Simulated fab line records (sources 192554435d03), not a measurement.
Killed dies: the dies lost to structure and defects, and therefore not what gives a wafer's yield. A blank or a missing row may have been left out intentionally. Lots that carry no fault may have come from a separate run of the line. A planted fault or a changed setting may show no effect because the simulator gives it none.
fab line records	flow n5-finfet
record lots=8	wafers=24	last-day=18
route steps=1938 shown BEOL_M0_SAQP@695 BEOL_M4@1111 PASS1_CAP@1873 TV_OPEN@1887 PASSIVATION@1916
lots untouched by any fault: they come from a run of this same line in which no faults occurred
start-h: hours from the record's opening day to when the first of the lot's shown wafers began	wait-h: hours from the lot's prior step to this one	" same as the row above	L1.1+2: one row covering several wafers at once	- no value, or no start given	* or withheld: withheld	< > ~ a bound
route shown NAME@n: names a module that has steps shown in the file, with the first one's number in the route	usual: average and standard deviation across the fault-free wafers	same: alike in all rows	chamber/n: place in a boat	sites: readings site by site	_std_site: the standard deviation of these	_edge_site: outer sites' mean less inner sites'	radius-mm: for every site, how far away it sits from the centre of the wafer	mask NAME#n: copy n	behind: the most recent tool/chamber to have shaped the wafer	hold: the reason the lot was held/the length of the hold in hours/how it ended	device: names the non-switching transistor (n, p or np)	end of line: tests run on the same wafers once the route is complete	step lacking rows: just its recipe	killed: dies that structure and defects cost at the first sort, which is not the same as the wafer's yield	map: the dies of a wafer, with x for killed, . for not killed, _ for no die there
set.NAME: the run value of the setting; set.NAME@STEP: its run value at that earlier step	model.NAME: the simulator's own value behind a step, which no gauge read
the route's steps for a sample of lots (tables are steps, rows are wafers)
services: the hour from which a tool's chamber was out of use, counted from the record's first day as start-h (under 0 if before that day), plus the number of hours and why
## steps
# step N5_BEOL_M0_SAQP_CUT_ETCH_46
# recipe chemistry=N2/H2	target=SOC	target-depth-a=1350	overetch-a=270	temp-c=40	time-s=202.5	ion-energy-ev=200	mask-material=SiARC	pressure-mtorr=30	source-w=840	bias-w=150	n2-flow-sccm=200	h2-flow-sccm=200
# usual bias-w=150.1/0.45	drypump-motor-current-A=5.8/0.49	n2-flow-sccm=200.0/0.68	rf-fwd-power-W=838.4/2.5	rf-vpp-V=524.0/2.2	showerhead-plenum-p-Torr=2.54/0.078	throttle-valve-pct=17.68/0.25
lot.wafer	tool	chamber	start-h	wait-h	bias-w	drypump-motor-current-A	n2-flow-sccm	rf-fwd-power-W	rf-hours-counter-h	rf-vpp-V	showerhead-plenum-p-Torr	throttle-valve-pct
L626.1	rie-diel-03	0	116.12	0.0	150.3	6.1	199.7	838.1	41	524.6	2.59	17.97
L626.4	"	3	"	"	150.5	6.5	199.7	838.5	11	527.8	2.71	17.56
L626.6	"	0	"	"	150.4	6.0	200.1	840.1	-	525.0	2.59	17.97
L630.2	rie-diel-01	1	137.21	0.0	149.6	5.4	200.7	840.8	16	521.2	2.49	17.20
L630.3	"	3	"	"	149.7	6.1	200.3	838.5	33	524.7	2.58	17.63
L630.5	"	1	"	"	150.0	5.4	200.2	838.2	-	519.8	2.49	17.21
L632.1	rie-diel-03	2	148.19	0.0	150.8	5.8	199.6	837.7	98	524.3	2.57	17.60
L632.3	"	3	"	"	150.2	6.6	199.5	833.9	20	527.4	2.70	17.56
L632.5	"	1	"	"	150.0	6.6	200.2	836.5	-	523.3	2.53	17.73
L633.1	rie-diel-01	0	153.04	0.0	149.9	5.5	199.8	840.7	15	522.1	2.48	17.52
L633.2	"	1	"	"	149.6	5.4	200.7	837.3	23	520.3	2.49	17.21
L633.4	"	2	"	"	149.9	5.2	200.3	839.0	10	521.2	2.46	17.23
L635.1	rie-diel-03	2	167.93	0.0	149.2	5.8	198.8	840.2	105	523.9	2.57	17.61
L635.5	"	1	"	"	148.8	6.6	200.6	833.3	-	524.5	2.52	17.74
L635.6	"	2	"	"	149.3	5.8	200.7	843.1	-	524.4	2.57	17.61
L638.1	rie-diel-03	2	191.49	0.0	148.6	5.8	201.4	839.2	112	524.0	2.57	17.61
L638.3	"	1	"	"	149.9	6.6	201.3	836.5	160	522.9	2.52	17.75
L638.6	"	3	"	"	149.6	6.5	200.9	840.1	-	529.0	2.70	17.60
L640.1	rie-diel-03	3	200.67	0.0	149.6	6.5	200.7	837.3	39	528.6	2.69	17.60
L640.4	"	1	"	"	149.9	6.6	199.7	836.3	164	524.8	2.52	17.76
L640.5	"	3	"	"	150.2	6.6	200.3	835.8	-	527.5	2.69	17.60
L649.2	rie-diel-03	2	250.79	0.0	149.5	5.8	199.2	834.4	132	524.9	2.56	17.66
L649.3	"	3	"	"	149.8	6.5	201.2	838.3	53	526.9	2.69	17.62
L649.6	"	3	"	"	150.0	6.6	200.1	843.1	-	528.2	2.69	17.62
# step N5_BEOL_M4_RC_MEAS_101
# usual DIBL_N=37.2/2.5	DIBL_P=38/3	IOFF_N=0.17/0.044	IOFF_P=0.24/0.059	ION_N=667/13	ION_P=461/7.9	SS_N=71.8/0.86	SS_P=73.6/0.92	VT_N=250/4.1	VT_P=-249/3.9
lot.wafer	tool	chamber	start-h	wait-h	DIBL_N[mV/V]	DIBL_P[mV/V]	IOFF_N[nA/um]	IOFF_P[nA/um]	ION_N[uA/um]	ION_P[uA/um]	SS_N[mV/dec]	SS_P[mV/dec]	VT_N[mV]	VT_P[mV]
L626.1	prober-01	0	175.16	0.0	39.1	38	0.18	0.21	668	455	71.8	73.7	252	-252
L626.4	"	0	"	"	36.4	37	0.15	0.22	665	457	71.4	73.9	250	-252
L626.6	"	0	"	"	34.9	35	0.12	0.18	660	452	71.3	73.1	252	-254
L630.2	prober-02	0	203.60	0.2	34.7	33	0.10	0.17	654	462	71.3	72.4	255	-251
L630.3	"	0	"	"	39.1	39	0.18	0.26	679	463	71.7	73.6	247	-244
L630.5	"	0	"	"	39.5	41	0.21	0.29	683	467	72.2	74.7	244	-244
L633.1	prober-02	0	207.55	0.0	37.6	37	0.18	0.23	676	461	71.5	73.5	248	-251
L633.2	"	0	"	"	36.2	36	0.15	0.22	660	458	71.5	73.6	253	-250
L633.4	"	0	"	"	38.3	38	0.20	0.26	675	473	71.7	73.7	246	-249
L632.1	prober-01	0	214.05	0.0	30.9	31	0.08	0.13	630	442	70.1	71.6	263	-256
L632.3	"	0	"	"	34.6	35	0.12	0.18	668	462	70.9	72.9	254	-254
L632.5	"	0	"	"	34.8	35	0.13	0.18	656	452	70.5	73.3	252	-253
L635.1	prober-02	0	222.51	0.0	38.5	41	0.19	0.27	672	464	72.4	74.5	252	-248
L635.5	"	0	"	"	37.0	38	0.17	0.23	666	463	71.6	73.1	249	-248
L635.6	"	0	"	"	39.3	41	0.20	0.28	677	466	72.4	74.2	250	-246
L638.1	prober-01	0	253.24	0.0	43.1	43	0.26	0.44	691	484	73.7	75.0	245	-238
L638.3	"	0	"	"	33.8	32	0.10	0.21	654	476	71.2	71.1	260	-247
L638.6	"	0	"	"	40.1	40	0.21	0.39	676	478	72.3	74.7	246	-237
L640.1	prober-02	0	269.10	0.0	39.0	39	0.19	0.23	678	460	72.2	73.8	248	-249
L640.4	"	0	"	"	34.9	36	0.12	0.18	659	457	71.4	72.9	252	-252
L640.5	"	0	"	"	36.5	38	0.15	0.21	672	455	71.8	73.5	250	-252
L649.3	prober-02	0	314.40	0.3	32.5	32	0.11	0.15	664	453	70.4	72.1	255	-256
L649.6	"	0	"	"	34.2	36	0.14	0.19	672	465	70.5	72.6	252	-251
# step N5_PASSIVATION_PECVD_55
# recipe material=SiO2	target-thk-a=4000	temp-c=400	precursor=SiH4/N2O	pressure-torr=2.7	rf-w=608	time-s=22.5
# usual heater-power-w=659/83	rf-fwd-power-W=600.8/2.5	showerhead-plenum-p-Torr=8.20/0.092	throttle-valve-pct=50.8/2.1
lot.wafer	tool	chamber	start-h	wait-h	heater-power-w	rf-fwd-power-W	showerhead-plenum-p-Torr	throttle-valve-pct
L626.1	pecvd-01	0	275.47	0.0	548	600.5	8.15	51.4
L626.4	"	2	"	"	645	600.6	8.24	51.1
L626.6	"	1	"	"	739	597.3	8.16	51.4
L630.2	pecvd-03	0	298.81	0.0	647	598.2	8.46	48.6
L630.3	"	1	"	"	741	601.2	8.13	55.5
L630.5	"	2	"	"	592	599.9	8.25	48.3
L633.1	pecvd-01	0	312.86	0.0	591	599.5	8.18	51.5
L633.2	"	2	"	"	684	603.9	8.29	51.6
L633.4	"	2	"	"	704	603.4	8.26	51.5
L632.1	pecvd-01	2	317.66	0.0	568	595.8	8.27	51.6
L632.3	"	1	"	"	751	601.8	8.14	51.2
L632.5	"	1	"	"	607	602.0	8.13	51.2
L635.1	pecvd-03	2	328.73	0.0	565	600.1	8.27	48.8
L635.5	"	1	"	"	639	601.5	8.14	55.4
L635.6	"	2	"	"	590	600.5	8.24	48.5
L638.1	pecvd-02	2	344.59	0.0	828	598.5	8.14	50.5
L638.3	"	1	"	"	552	602.8	8.22	50.9
L638.6	"	0	"	"	674	602.7	8.19	48.6
L640.1	pecvd-01	2	359.77	0.0	617	599.3	8.28	52.1
L640.4	"	2	"	"	623	597.7	8.26	51.8
L640.5	"	2	"	"	656	598.4	8.26	51.7
L649.3	pecvd-02	0	413.54	0.0	707	605.0	8.19	48.9
L649.6	"	2	"	"	817	599.3	8.11	51.0
# step N5_PASSIVATION_PASS_ETCH_74
# recipe chemistry=CF4/O2	target=SiNx	target-depth-a=2200	time-s=110	ion-energy-ev=100	pressure-mtorr=40	source-w=535	bias-w=49	Ar_flow_sccm=100	cf4-flow-sccm=100	O2_flow_sccm=10
# usual bias-w=48.99/0.16	cf4-flow-sccm=100.03/0.28	drypump-motor-current-A=5.7/0.48	oes-product-au=0.79/0.064	rf-fwd-power-W=532.7/1.7	rf-vpp-V=241/8.8	showerhead-plenum-p-Torr=2.18/0.064	throttle-valve-pct=15.89/0.21
lot.wafer	tool	chamber	start-h	wait-h	bias-w	cf4-flow-sccm	drypump-motor-current-A	oes-product-au	rf-fwd-power-W	rf-hours-counter-h	rf-vpp-V	showerhead-plenum-p-Torr	throttle-valve-pct
L626.1	rie-diel-01	0	276.08	0.0	49.00	99.25	5.5	0.88	532.2	55	243	2.14	15.72
L626.4	"	3	"	"	49.26	99.66	6.0	0.82	533.6	80	228	2.25	16.00
L626.6	"	2	"	"	48.87	99.98	5.2	0.87	533.8	-	247	2.14	15.63
L630.2	rie-diel-01	2	303.43	0.0	49.25	99.98	5.2	0.86	531.9	57	246	2.14	15.67
L630.3	"	1	"	"	49.16	100.31	5.4	0.80	530.3	69	244	2.16	15.68
L630.5	"	2	"	"	49.16	99.72	5.2	0.86	533.8	-	246	2.14	15.64
L633.1	rie-diel-05	0	314.88	0.0	48.72	100.35	5.1	0.68	533.7	225	222	2.09	15.99
L633.2	"	3	"	"	49.19	100.17	5.8	0.67	533.8	240	255	2.27	16.44
L633.4	"	2	"	"	48.83	99.78	5.0	0.80	531.3	109	244	2.12	15.96
L632.1	rie-diel-05	3	319.40	0.0	49.02	99.79	5.8	0.67	532.2	242	254	2.27	16.44
L632.3	"	2	"	"	48.84	99.74	5.1	0.80	533.8	111	246	2.12	15.94
L632.5	"	3	"	"	49.03	99.77	5.8	0.67	532.3	-	255	2.27	16.45
L635.1	rie-diel-01	2	329.72	0.0	49.12	100.24	5.3	0.85	533.8	66	246	2.13	15.68
L635.5	"	3	"	"	48.77	100.03	6.0	0.81	531.7	-	228	2.24	16.05
L635.6	"	2	"	"	49.04	100.14	5.3	0.84	534.6	-	244	2.13	15.68
L638.1	rie-diel-03	3	345.26	0.0	49.07	99.72	6.5	0.82	533.7	80	235	2.31	15.77
L638.3	"	0	"	"	49.13	100.23	6.0	0.78	533.8	112	249	2.20	15.97
L638.6	"	1	"	"	49.17	99.85	6.6	0.72	529.7	-	248	2.17	16.13
L640.1	rie-diel-05	2	362.56	0.0	49.16	100.57	5.0	0.78	531.8	124	245	2.11	15.99
L640.4	"	2	"	"	49.19	100.21	5.0	0.78	531.0	-	243	2.11	15.99
L640.5	"	0	"	"	48.90	100.51	5.1	0.66	532.7	-	223	2.09	15.99
L649.3	rie-diel-05	2	414.60	0.0	48.94	100.06	5.0	0.77	535.0	141	245	2.11	16.01
L649.6	"	3	"	"	49.16	99.74	5.8	0.90	533.8	-	255	2.26	16.07
# step N5_PASSIVATION_PECVD_35
# recipe material=SiNx	target-thk-a=7000	temp-c=400	precursor=SiH4/NH3/N2	pressure-torr=4.9	rf-w=1406	time-s=151.3
# usual heater-power-w=401/92	rf-fwd-power-W=1401/4.4	showerhead-plenum-p-Torr=8.68/0.071	throttle-valve-pct=28.7/1.6
lot.wafer	tool	chamber	start-h	wait-h	heater-power-w	rf-fwd-power-W	showerhead-plenum-p-Torr	throttle-valve-pct
L626.1	pecvd-02	1	279.21	0.1	343	1401	8.72	28.7
L626.4	"	1	"	"	356	1402	8.70	28.8
L626.6	"	0	"	"	341	1401	8.68	27.3
L630.2	pecvd-04	1	306.18	0.1	389	1409	8.59	29.8
L630.3	"	0	"	"	555	1397	8.67	29.8
L630.5	"	0	"	"	398	1397	8.67	29.7
L633.1	pecvd-03	0	319.04	0.1	392	1402	8.88	27.5
L633.2	"	2	"	"	301	1397	8.74	27.7
L633.4	"	0	"	"	258	1403	8.88	27.6
L632.1	pecvd-04	0	323.25	0.1	523	1395	8.66	29.9
L632.3	"	1	"	"	396	1409	8.61	29.5
L632.5	"	0	"	"	548	1394	8.66	29.6
L635.1	pecvd-04	1	332.61	0.1	387	1399	8.58	29.9
L635.5	"	0	"	"	471	1393	8.66	29.8
L635.6	"	1	"	"	282	1404	8.59	29.9
L638.1	pecvd-04	1	349.36	0.1	418	1408	8.59	29.5
L638.3	"	1	"	"	270	1405	8.60	29.9
L638.6	"	2	"	"	495	1405	8.66	26.6
L640.1	pecvd-02	2	366.05	0.1	443	1399	8.62	28.8
L640.4	"	1	"	"	234	1402	8.71	28.7
L640.5	"	0	"	"	341	1405	8.69	27.4
L649.3	pecvd-02	1	418.29	0.1	287	1400	8.68	24.8
L649.6	"	1	"	"	338	1400	8.70	25.0
# step N5_PASSIVATION_PROBE_49
# usual defect-limited-yield=91.5/1.4	killed_at_M0_to_M3=32/11	killed_at_M4_up=12/4.4	killed-at-contacts=13/6.1	killed-at-front-end=39/12	killed-at-other=3.9/3	killed-dies=100/17	killed-on-rim=13/3.9	killed-open=66/12	killed-short=33/7.4	sort_bin_4_leakage=0.03/0.14	sort_bin_5_function=5.0/0.95	sort_bin_6_memory=3.2/0.66	sort_bin_8_speed=0.0/0.33	sort-n-pass=1079/17	sort-yield-pct=91.4/1.5
# same gross-dies=1180	killed-at-back-side=0
lot.wafer	tool	chamber	start-h	wait-h	defect-limited-yield[%]	killed_at_M0_to_M3	killed_at_M4_up	killed-at-contacts	killed-at-front-end	killed-at-other	killed-dies	killed-on-rim	killed-open	killed-short	sort_bin_4_leakage[%]	sort_bin_5_function[%]	sort_bin_6_memory[%]	sort_bin_8_speed[%]	sort-n-pass	sort-yield-pct[%]
L633.1	prober-01	-	322.64	0.0	92.2	31	5	13	39	4	92	8	55	35	0	4.7	2.9	0	1088	92.2
L633.2	prober-01	-	322.69	0.1	91.4	33	3	7	58	1	102	13	69	33	0	4.6	3.7	0	1078	91.4
L633.4	prober-01	-	322.79	0.2	91.7	51	5	18	19	5	98	16	62	36	0	4.9	3.1	0	1082	91.7
L640.4	prober-02	-	369.90	0.2	89.0	49	14	22	44	1	130	7	88	39	0	6.1	4.5	0	1050	89.0
L640.5	prober-02	-	369.95	0.2	91.4	43	13	18	25	2	101	10	69	31	0	4.7	3.4	0	1079	91.4
L649.2	prober-02	-	422.30	0.1	0	1108	8	16	40	8	1180	152	68	22	0	96.3	3.5	0	0	0
L649.3	prober-02	-	422.35	0.1	89.9	35	10	12	52	10	119	17	74	44	0	6.5	3.3	0	1061	89.9
L649.6	prober-02	-	422.50	0.3	91.9	19	14	12	36	15	96	13	62	32	0	5.0	3.1	0	1084	91.9
# killed by level:class
L633.1 MOL_CONTACT_COAG:geometric-particle:open=11 BEOL_M0_SAQP:geometric-particle:short=8 STI_FIN_REVEAL:geometric-particle:open=6 DUMMY_GATE:geometric-particle:open=6 GATE_CUT:geometric-particle:short=6 BEOL_M0:geometric-particle:open=5 STARTING-WAFER:geometric-particle:open=5 GATE_CUT:geometric-particle:open=4
L633.2 STI_FIN_REVEAL:geometric-particle:open=18 FIN_SAQP:geometric-particle:open=13 BEOL_M0_SAQP:geometric-particle:open=12 BEOL_M0_SAQP:geometric-particle:short=11 FIN_SAQP:geometric-particle:short=9 MOL_CONTACT_COAG:geometric-particle:open=6 BEOL_M3:geometric-particle:open=5 GATE_CUT:geometric-particle:short=4
L633.4 MOL_CONTACT_COAG:geometric-particle:open=14 BEOL_M0_SAQP:geometric-particle:open=11 BEOL_M0_SAQP:geometric-particle:short=11 BEOL_M3:geometric-particle:open=10 BEOL_M1:geometric-particle:open=6 BEOL_M3:geometric-particle:short=5 MOL_CONTACT_COAG:geometric-particle:short=4 FIN_SAQP:geometric-particle:short=3
L640.4 MOL_CONTACT_COAG:geometric-particle:open=17 BEOL_M2:geometric-particle:open=17 FIN_SAQP:geometric-particle:short=11 FIN_SAQP:geometric-particle:open=10 BEOL_M0_SAQP:geometric-particle:short=9 BEOL_M4:geometric-particle:open=9 STI_FIN_REVEAL:geometric-particle:open=8 BEOL_M1:geometric-particle:open=6
L640.5 MOL_CONTACT_COAG:geometric-particle:open=15 BEOL_M3:geometric-particle:open=12 STI_FIN_REVEAL:geometric-particle:open=11 BEOL_M0_SAQP:geometric-particle:short=7 BEOL_M4:geometric-particle:open=5 BEOL_M3:geometric-particle:short=4 BEOL_M0_SAQP:geometric-particle:open=4 BEOL_M1:geometric-particle:open=4
L649.2 BEOL_M0_SAQP:area-etch=1087 MOL_CONTACT_COAG:geometric-particle:open=14 FIN_SAQP:geometric-particle:open=10 DUMMY_GATE:geometric-particle:open=7 GATE_CUT:geometric-particle:open=6 BEOL_M1:geometric-particle:open=4 GATE_CUT:geometric-particle:short=4 BEOL_M2:geometric-particle:open=4
L649.3 BEOL_M2:geometric-particle:open=9 DUMMY_GATE:geometric-particle:open=9 GATE_CUT:geometric-particle:open=9 GATE_CUT:geometric-particle:short=9 FIN_SAQP:geometric-particle:open=8 MOL_CONTACT_COAG:geometric-particle:open=8 BEOL_M0_SAQP:geometric-particle:short=8 FIN_SAQP:geometric-particle:short=6
L649.6 MOL_CONTACT_COAG:geometric-particle:open=8 PASS1_CAP:geometric-particle:short=7 DUMMY_GATE:geometric-particle:open=6 GATE_CUT:geometric-particle:open=6 BEOL_M2:geometric-particle:open=5 BEOL_M4:geometric-particle:open=4 GATE_CUT:geometric-particle:short=4 MOL_CONTACT_COAG:geometric-particle:short=4
## services
tool	chamber	start-h	hours	kind
pecvd-04	2	93.30	11.0	repair
pecvd-01	-	104.26	0.7	repair
rie-diel-01	-	116.47	2.8	pm
rie-diel-05	0	118.41	3.1	repair
pecvd-01	0	120.29	5.2	repair
pecvd-04	0	131.15	6.1	repair
rie-diel-03	-	134.45	2.8	pm
rie-diel-05	-	139.00	2.8	pm
rie-diel-05	3	158.44	5.2	repair
rie-diel-05	-	183.76	15.6	pm
rie-diel-05	0	200.72	8.9	repair
rie-diel-05	1	203.12	7.6	repair
rie-diel-05	3	215.05	2.0	repair
pecvd-03	-	227.45	0.9	repair
rie-diel-03	3	256.81	3.9	repair
pecvd-02	-	266.68	5.9	repair
pecvd-02	-	332.83	0.4	repair
pecvd-01	-	333.72	1.4	repair
rie-diel-01	0	339.95	5.7	repair
rie-diel-01	-	359.56	0.5	repair
rie-diel-01	-	382.50	0.2	repair
pecvd-01	2	383.68	6.4	repair
rie-diel-05	0	385.16	3.4	repair
pecvd-02	-	387.42	0.9	repair
## key
first-sign step=N5_PASSIVATION_PROBE_49	reading=killed_at_M0_to_M3	direction=up	sigmas=99+	usual=32	struck=1108
effect step=N5_PASSIVATION_PROBE_49	reading=sort_bin_5_function	direction=up	sigmas=96	usual=5.0	struck=96.3
more-kills-born-at N5_BEOL_M0_SAQP_CUT_ETCH_46@rie-diel-03=1087
met-at N5_BEOL_M0_SAQP_CUT_ETCH_46
struck-lots L649
struck-wafers L649.2
later-rows-left-out L649.2
not-acting-at N5_PASSIVATION_PECVD_55,N5_PASSIVATION_PASS_ETCH_74,N5_PASSIVATION_PECVD_35
onset-between 200.67 250.79
fault kind=process-parameter-drift	tool=rie-diel-03	chamber=-	onset-h=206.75	steps=N5_BEOL_M0_SAQP_CUT_ETCH_46	channel=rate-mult	offset=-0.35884	shape=step	end-h=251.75	scope=struck-wafers-only
# later-rows-left-out: the simulator's readings of these wafers behind a module that went badly wrong aren't trusted and aren't shown, but for the sort
